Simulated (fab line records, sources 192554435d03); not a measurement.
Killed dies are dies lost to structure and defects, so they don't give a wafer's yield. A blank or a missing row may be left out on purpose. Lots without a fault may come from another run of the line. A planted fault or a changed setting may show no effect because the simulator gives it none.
Chamber matching | flow n5_finfet | N5_BEOL_M3_ILD_DEP_00 on pecvd-03: 3 sister chambers
The step deposits SiOC from DEMS/O2, target thk 79 nm, time 15.3 s. 20 wafers are shown with their chamber, then 10 later ones without.

WAFERS WITH THEIR CHAMBER
wafer  | chamber | heater_power_w (W) | throttle_valve_pct (%) | showerhead_plenum_p_Torr (Torr)
L076.1 | 1       | 356                | 10.7                   | 5.699
L076.4 | 0       | 541                | 11.8                   | 5.702
L076.6 | 1       | 375                | 10.8                   | 5.688
L078.1 | 0       | 521                | 11.5                   | 5.710
L078.2 | 1       | 407                | 10.8                   | 5.688
L078.3 | 2       | 369                | 11.4                   | 5.700
L082.1 | 1       | 383                | 10.7                   | 5.711
L082.4 | 0       | 519                | 11.5                   | 5.709
L082.5 | 1       | 398                | 11.0                   | 5.702
L085.3 | 1       | 341                | 10.6                   | 5.713
L085.4 | 0       | 512                | 11.7                   | 5.713
L085.5 | 2       | 407                | 11.0                   | 5.699
L087.1 | 1       | 358                | 11.0                   | 5.698
L087.4 | 1       | 349                | 10.7                   | 5.691
L087.6 | 0       | 517                | 11.7                   | 5.713
L086.3 | 2       | 384                | 11.3                   | 5.695
L086.4 | 1       | 339                | 11.1                   | 5.710
L086.6 | 0       | 524                | 11.8                   | 5.716
L091.1 | 0       | 532                | 11.6                   | 5.725
L091.3 | 1       | 370                | 11.0                   | 5.698

SIGNATURES (means of the wafers above)
reading                  | chamber 0 | chamber 1 | chamber 2 | scatter within a chamber
heater_power_w           | 523.71    | 367.60    | 386.67    | 19.1
throttle_valve_pct       | 11.657    | 10.840    | 11.233    | 0.162
showerhead_plenum_p_Torr | 5.71257   | 5.69980   | 5.69800   | 0.00798
Rule: a wafer's distance from a chamber is the root of the sum, over the readings, of the square of ((its reading less the chamber's mean) divided by the reading's scatter). The wafer belongs to the nearest chamber; if the next one is less than 2 further off, it can't be placed. The scatter: the root of (the sum of the squares of (reading less its chamber's mean) over the shown wafers, divided by (wafers less chambers)).

WAFERS WITHOUT THEIR CHAMBER
wafer  | heater_power_w (W) | throttle_valve_pct (%) | showerhead_plenum_p_Torr (Torr)
L091.6 | 377                | 10.8                   | 5.696
L094.1 | 405                | 10.7                   | 5.698
L094.4 | 413                | 11.3                   | 5.710
L094.5 | 422                | 11.3                   | 5.694
L096.2 | 398                | 11.5                   | 5.710
L096.3 | 502                | 11.6                   | 5.709
L096.5 | 389                | 11.5                   | 5.697
L097.1 | 386                | 11.4                   | 5.684
L097.2 | 512                | 11.7                   | 5.716
L097.3 | 360                | 11.2                   | 5.714

WHICH CHAMBER EACH WENT THROUGH
wafer  | from the rows above     | in truth
L091.6 | 1                       | 1
L094.1 | can't be placed: 1 or 2 | 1
L094.4 | can't be placed: 2 or 1 | 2
L094.5 | 2                       | 2
L096.2 | 2                       | 2
L096.3 | 0                       | 0
L096.5 | 2                       | 2
L097.1 | 2                       | 2
L097.2 | 0                       | 0
L097.3 | can't be placed: 2 or 1 | 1
Placed correctly: 7 of 10. Can't be placed from these rows: 3 (the true chamber is among the candidates in 3). Placed wrongly: 0.
